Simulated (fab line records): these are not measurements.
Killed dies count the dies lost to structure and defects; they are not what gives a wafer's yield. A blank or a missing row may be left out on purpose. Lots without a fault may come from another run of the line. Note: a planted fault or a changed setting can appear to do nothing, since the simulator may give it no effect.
Which tool did it? | flow nand_harc | 72 wafers from 24 lots sampled at 6 of the route's 1159 steps

## WHAT THE GAUGES SHOWED, per wafer
NHARC_A_CONTACT_CD_MEAS_42: the cd target is 200 nm.
lot  | measured     | on        | cd_nm (nm)
L075 | day 16 13:42 | cd_sem-02 | 200.3 200.2 200.4
L076 | day 16 15:57 | cd_sem-01 | 199.7 200.1 199.7
L074 | day 16 18:16 | cd_sem-01 | 199.7 200.2 200.4
L078 | day 17 00:56 | cd_sem-02 | 200.4 201.3 201.0
L077 | day 17 01:45 | cd_sem-03 | 199.9 200.0 200.0
L079 | day 17 05:49 | cd_sem-01 | 200.6 200.7 200.8
L081 | day 18 04:44 | cd_sem-02 | 200.4 199.6 199.9
L080 | day 18 11:00 | cd_sem-02 | 199.6 199.8 200.2
L083 | day 18 21:13 | cd_sem-01 | 199.3 199.4 199.5
L082 | day 18 23:36 | cd_sem-03 | 200.8 200.7 200.2
L084 | day 20 00:27 | cd_sem-02 | 199.6 200.3 199.7
L087 | day 20 02:46 | cd_sem-03 | 199.8 199.8 199.8
L088 | day 20 06:45 | cd_sem-03 | 199.5 200.2 199.5
L086 | day 20 08:16 | cd_sem-03 | 200.3 199.5 199.4
L091 | day 20 10:55 | cd_sem-03 | 200.9 200.2 199.8
L085 | day 20 12:20 | cd_sem-02 | 199.3 199.5 199.3
L089 | day 20 16:55 | cd_sem-02 | 200.1 200.0 199.7
L090 | day 20 18:23 | cd_sem-03 | 200.4 200.1 200.5
L093 | day 20 22:50 | cd_sem-01 | 199.9 200.1 200.2
L092 | day 21 01:02 | cd_sem-02 | 200.1 200.3 200.4
L094 | day 21 13:31 | cd_sem-02 | 201.1 200.5 200.7
L095 | day 21 21:59 | cd_sem-03 | 199.3 200.2 200.0
L097 | day 21 22:47 | cd_sem-03 | 199.3 199.5 199.2
L096 | day 22 02:05 | cd_sem-01 | 200.0 200.3 200.4

NHARC_A_CONTACT_INSPECT_71.
lot  | measured     | on                | raw_defect_count
L075 | day 16 22:02 | defect_inspect-02 | 22 19 21
L076 | day 16 23:38 | defect_inspect-01 | 22 25 14
L074 | day 17 03:43 | defect_inspect-02 | 14 17 13
L078 | day 17 08:07 | defect_inspect-02 | 27 22 25
L077 | day 17 08:47 | defect_inspect-02 | 36 30 38
L079 | day 17 13:22 | defect_inspect-01 | 36 47 43
L081 | day 18 14:41 | defect_inspect-02 | 31 36 35
L080 | day 18 18:01 | defect_inspect-02 | 24 19 26
L083 | day 19 04:36 | defect_inspect-01 | 40 42 54
L082 | day 19 07:05 | defect_inspect-01 | 26 30 29
L084 | day 20 10:14 | defect_inspect-01 | 3 15 7
L087 | day 20 10:23 | defect_inspect-01 | 7 5 8
L088 | day 20 14:02 | defect_inspect-02 | 26 34 38
L086 | day 20 18:41 | defect_inspect-01 | 48 40 43
L091 | day 20 20:53 | defect_inspect-01 | 36 55 36
L085 | day 20 22:47 | defect_inspect-02 | 36 32 28
L089 | day 21 04:32 | defect_inspect-02 | 16 14 12
L090 | day 21 11:53 | defect_inspect-02 | 30 44 25
L093 | day 21 14:40 | defect_inspect-01 | 25 34 28
L092 | day 21 15:39 | defect_inspect-02 | 34 28 25
L094 | day 21 21:50 | defect_inspect-02 | 23 27 26
L095 | day 22 05:31 | defect_inspect-01 | 17 19 13
L097 | day 22 05:56 | defect_inspect-01 | 28 37 28
L096 | day 22 09:38 | defect_inspect-01 | 39 41 41

## TOOL THAT RAN EACH LOT (tool first, then ch and the chambers of the sampled wafers, then the start)
lot  | NHARC_A_CONTACT_ETCH_114             | NHARC_A_CONTACT_ETCH_121             | NHARC_A_CONTACT_ETCH_90            | NHARC_A_CONTACT_DEP_57
L075 | har_cap_etch-02 ch 0,1, day 16 15:32 | har_cap_etch-02 ch 0,1, day 16 16:10 | rie_diel-01 ch 1,2,3, day 16 16:57 | acl_dep-01 ch 0, day 16 19:25
L076 | har_cap_etch-01 ch 0,1, day 16 18:10 | har_cap_etch-01 ch 0,1, day 16 18:47 | rie_diel-01 ch 0,1,2, day 16 19:35 | acl_dep-01 ch 0, day 16 21:27
L074 | har_cap_etch-02 ch 0,1, day 16 21:02 | har_cap_etch-02 ch 0,1, day 16 21:40 | rie_diel-05 ch 2,3, day 16 22:26   | acl_dep-01 ch 0, day 17 01:08
L078 | har_cap_etch-02 ch 0,1, day 17 02:48 | har_cap_etch-02 ch 0,1, day 17 03:26 | rie_diel-05 ch 2,3, day 17 04:11   | acl_dep-03 ch 0, day 17 06:22
L077 | har_cap_etch-03 ch 0,1, day 17 03:38 | har_cap_etch-03 ch 0,1, day 17 04:16 | rie_diel-05 ch 0,1,3, day 17 05:04 | acl_dep-02 ch 0, day 17 06:13
L079 | har_cap_etch-01 ch 0,1, day 17 08:05 | har_cap_etch-01 ch 0,1, day 17 08:43 | rie_diel-05 ch 0,2,3, day 17 09:29 | acl_dep-03 ch 0, day 17 10:46
L081 | har_cap_etch-03 ch 0,1, day 18 06:43 | har_cap_etch-03 ch 0,1, day 18 07:34 | rie_diel-05 ch 0,2,3, day 18 08:29 | acl_dep-01 ch 0, day 18 12:05
L080 | har_cap_etch-01 ch 0,1, day 18 12:53 | har_cap_etch-01 ch 0,1, day 18 13:30 | rie_diel-01 ch 1,3, day 18 14:17   | acl_dep-02 ch 0, day 18 15:26
L083 | har_cap_etch-01 ch 0,1, day 18 23:11 | har_cap_etch-01 ch 0,1, day 18 23:49 | rie_diel-05 ch 0,2, day 19 00:35   | acl_dep-01 ch 0, day 19 02:34
L082 | har_cap_etch-03 ch 0,1, day 19 01:50 | har_cap_etch-03 ch 0,1, day 19 02:28 | rie_diel-05 ch 0,1, day 19 03:16   | acl_dep-02 ch 0, day 19 05:11
L084 | har_cap_etch-02 ch 0,1, day 20 02:19 | har_cap_etch-02 ch 0,1, day 20 02:58 | rie_diel-05 ch 1,2, day 20 03:44   | acl_dep-01 ch 0, day 20 07:38
L087 | har_cap_etch-03 ch 0,1, day 20 04:54 | har_cap_etch-03 ch 0,1, day 20 05:32 | rie_diel-05 ch 0,2,3, day 20 06:19 | acl_dep-02 ch 0, day 20 08:20
L088 | har_cap_etch-01 ch 1, day 20 08:49   | har_cap_etch-01 ch 1, day 20 09:26   | rie_diel-05 ch 2,3, day 20 10:13   | acl_dep-03 ch 0, day 20 11:44
L086 | har_cap_etch-02 ch 0,1, day 20 10:21 | har_cap_etch-02 ch 0,1, day 20 10:59 | rie_diel-05 ch 1,3, day 20 11:46   | acl_dep-01 ch 0, day 20 16:05
L091 | har_cap_etch-02 ch 0,1, day 20 12:47 | har_cap_etch-02 ch 0,1, day 20 13:25 | rie_diel-05 ch 1,2,3, day 20 14:14 | acl_dep-03 ch 0, day 20 18:10
L085 | har_cap_etch-03 ch 0, day 20 14:24   | har_cap_etch-03 ch 0, day 20 15:02   | rie_diel-01 ch 1,2,3, day 20 15:48 | acl_dep-02 ch 0, day 20 20:35
L089 | har_cap_etch-02 ch 0,1, day 20 18:46 | har_cap_etch-02 ch 0,1, day 20 19:24 | rie_diel-05 ch 1,2,3, day 20 20:11 | acl_dep-02 ch 0, day 21 02:05
L090 | har_cap_etch-03 ch 0,1, day 20 20:12 | har_cap_etch-03 ch 0,1, day 20 20:50 | rie_diel-05 ch 0,1,2, day 20 21:39 | acl_dep-02 ch 0, day 21 09:26
L093 | har_cap_etch-02 ch 0,1, day 21 00:47 | har_cap_etch-02 ch 0,1, day 21 01:38 | rie_diel-13 ch 1,2,3, day 21 02:37 | acl_dep-03 ch 0, day 21 12:02
L092 | har_cap_etch-01 ch 0,1, day 21 02:53 | har_cap_etch-01 ch 0,1, day 21 03:32 | rie_diel-05 ch 0,1,3, day 21 04:18 | acl_dep-02 ch 0, day 21 13:20
L094 | har_cap_etch-02 ch 0,1, day 21 15:22 | har_cap_etch-02 ch 0,1, day 21 16:00 | rie_diel-05 ch 0,3, day 21 17:11   | acl_dep-03 ch 0, day 21 19:22
L095 | har_cap_etch-03 ch 0,1, day 22 00:04 | har_cap_etch-03 ch 0,1, day 22 00:42 | rie_diel-01 ch 1,2,3, day 22 01:29 | acl_dep-01 ch 0, day 22 02:38
L097 | har_cap_etch-02 ch 0,1, day 22 00:49 | har_cap_etch-02 ch 0,1, day 22 01:27 | rie_diel-05 ch 0,3, day 22 02:13   | acl_dep-02 ch 0, day 22 04:02
L096 | har_cap_etch-03 ch 0,1, day 22 03:59 | har_cap_etch-03 ch 0,1, day 22 04:38 | rie_diel-01 ch 0,1,3, day 22 05:26 | acl_dep-02 ch 0, day 22 07:26
- NHARC_A_CONTACT_ETCH_114: etches the open film in C4F8/O2/Ar, time 94 s, target depth 922 nm.
- NHARC_A_CONTACT_ETCH_121: etches the open film in C4F8/O2/Ar, time 94 s, target depth 922 nm.
- NHARC_A_CONTACT_ETCH_90: etches the open film in CH3F/O2, target depth 40 nm, time 85.7 s.
- NHARC_A_CONTACT_DEP_57: deposits aC, target thk 2800 nm.

## AS READ BY THE TOOLS THEMSELVES (means over the sampled wafers that have a number; for cases with no such wafer, the mark the record gives instead)
NHARC_A_CONTACT_ETCH_90.
lot  | tool        | bias_w (W) | drypump_motor_current_A (A) | o2_flow_sccm (sccm) | oes_product_au (a.u.) | rf_vpp_V (V) | showerhead_plenum_p_Torr (Torr) | throttle_valve_pct (%)
L075 | rie_diel-01 | 100.13     | 5.7                         | 30.00               | 0.92                  | 244.6        | 2.48                            | 20.667
L076 | rie_diel-01 | 99.96      | 5.9                         | 30.01               | 1.00                  | 245.6        | 2.50                            | 20.653
L074 | rie_diel-05 | 100.32     | 4.8                         | 29.96               | 1.00                  | 244.0        | 2.44                            | 20.662
L078 | rie_diel-05 | 100.11     | 4.8                         | 29.97               | 0.99                  | 244.9        | 2.44                            | 20.652
L077 | rie_diel-05 | 99.78      | 5.6                         | 30.01               | 1.00                  | 242.9        | 2.40                            | 20.666
L079 | rie_diel-05 | 100.06     | 5.2                         | 30.03               | 0.93                  | 244.1        | 2.43                            | 20.660
L081 | rie_diel-05 | 100.09     | 5.2                         | 30.07               | 0.95                  | 244.1        | 2.42                            | 20.668
L080 | rie_diel-01 | 99.77      | 5.5                         | 29.99               | 0.92                  | 244.9        | 2.49                            | 20.668
L083 | rie_diel-05 | 100.21     | 5.5                         | 29.98               | 0.99                  | 242.2        | 2.41                            | 20.660
L082 | rie_diel-05 | 100.16     | 6.0                         | 29.96               | 1.00                  | 243.0        | 2.37                            | 20.662
L084 | rie_diel-05 | 99.89      | 5.6                         | 30.02               | 0.93                  | 243.1        | 2.38                            | 20.668
L087 | rie_diel-05 | 100.11     | 5.2                         | 29.94               | 0.93                  | 243.7        | 2.42                            | 20.660
L088 | rie_diel-05 | 100.22     | 4.9                         | 29.94               | 1.00                  | 243.5        | 2.43                            | 20.662
L086 | rie_diel-05 | 100.10     | 5.4                         | 30.05               | 0.92                  | 243.8        | 2.40                            | 20.657
L091 | rie_diel-05 | 99.88      | 5.3                         | 30.02               | 0.99                  | 242.6        | 2.41                            | 20.669
L085 | rie_diel-01 | 99.93      | 5.7                         | 29.96               | 0.92                  | 245.2        | 2.47                            | 20.661
L089 | rie_diel-05 | 100.05     | 5.3                         | 30.04               | 0.93                  | 243.4        | 2.41                            | 20.658
L090 | rie_diel-05 | 100.25     | 5.5                         | 30.03               | 1.00                  | 243.3        | 2.39                            | 20.662
L093 | rie_diel-13 | 99.99      | 6.0                         | 30.07               | 0.94                  | 245.6        | 2.57                            | 20.660
L092 | rie_diel-05 | 99.63      | 5.6                         | 30.16               | 0.99                  | 243.8        | 2.39                            | 20.657
L094 | rie_diel-05 | 100.03     | 5.5                         | 29.99               | 0.93                  | 243.1        | 2.40                            | 20.663
L095 | rie_diel-01 | 100.08     | 5.7                         | 30.09               | 1.00                  | 244.5        | 2.46                            | 20.663
L097 | rie_diel-05 | 99.99      | 5.3                         | 29.92               | 1.00                  | 243.8        | 2.41                            | 20.663
L096 | rie_diel-01 | 99.80      | 5.7                         | 30.06               | 1.00                  | 245.6        | 2.50                            | 20.651

NHARC_A_CONTACT_DEP_57.
lot  | tool       | throttle_valve_pct (%)
L075 | acl_dep-01 | 35.010
L076 | acl_dep-01 | 34.991
L074 | acl_dep-01 | 34.998
L078 | acl_dep-03 | 34.992
L077 | acl_dep-02 | 35.006
L079 | acl_dep-03 | 34.997
L081 | acl_dep-01 | 35.002
L080 | acl_dep-02 | 34.999
L083 | acl_dep-01 | 34.998
L082 | acl_dep-02 | 35.000
L084 | acl_dep-01 | 35.001
L087 | acl_dep-02 | 34.992
L088 | acl_dep-03 | 35.000
L086 | acl_dep-01 | 34.999
L091 | acl_dep-03 | 35.003
L085 | acl_dep-02 | 35.002
L089 | acl_dep-02 | 35.005
L090 | acl_dep-02 | 35.005
L093 | acl_dep-03 | 35.011
L092 | acl_dep-02 | 35.000
L094 | acl_dep-03 | 35.000
L095 | acl_dep-01 | 35.002
L097 | acl_dep-02 | 34.994
L096 | acl_dep-02 | 34.997

## THE ANSWER, worked out from the rows above alone
Rule: the lots themselves supply what counts as usual. Put in order of their means at a reading, lots are off if they are a third of the lots or fewer, leave a main group of 4 or more, and stand apart from it by a gap of 3 or more times the standard deviation of the main group's means; of several such gaps the widest counts. A main group is skipped when, at the precision printed for the reading in the tables above, its means are all equal. A lot without any number at a reading at which 4 lots or more have one is off too. The other lots that the step has rows for count as sound. The gauges are gone through in route order, then the tools' own readings, and for those a lot's mean is taken as printed above. The first step at which some lot is off is used, and at that step the reading that is off furthest; a lot without a number counts as furthest.
No lot is off at any reading shown: from this, nothing can be told.

## WHAT THE SIMULATOR HAD INSERTED
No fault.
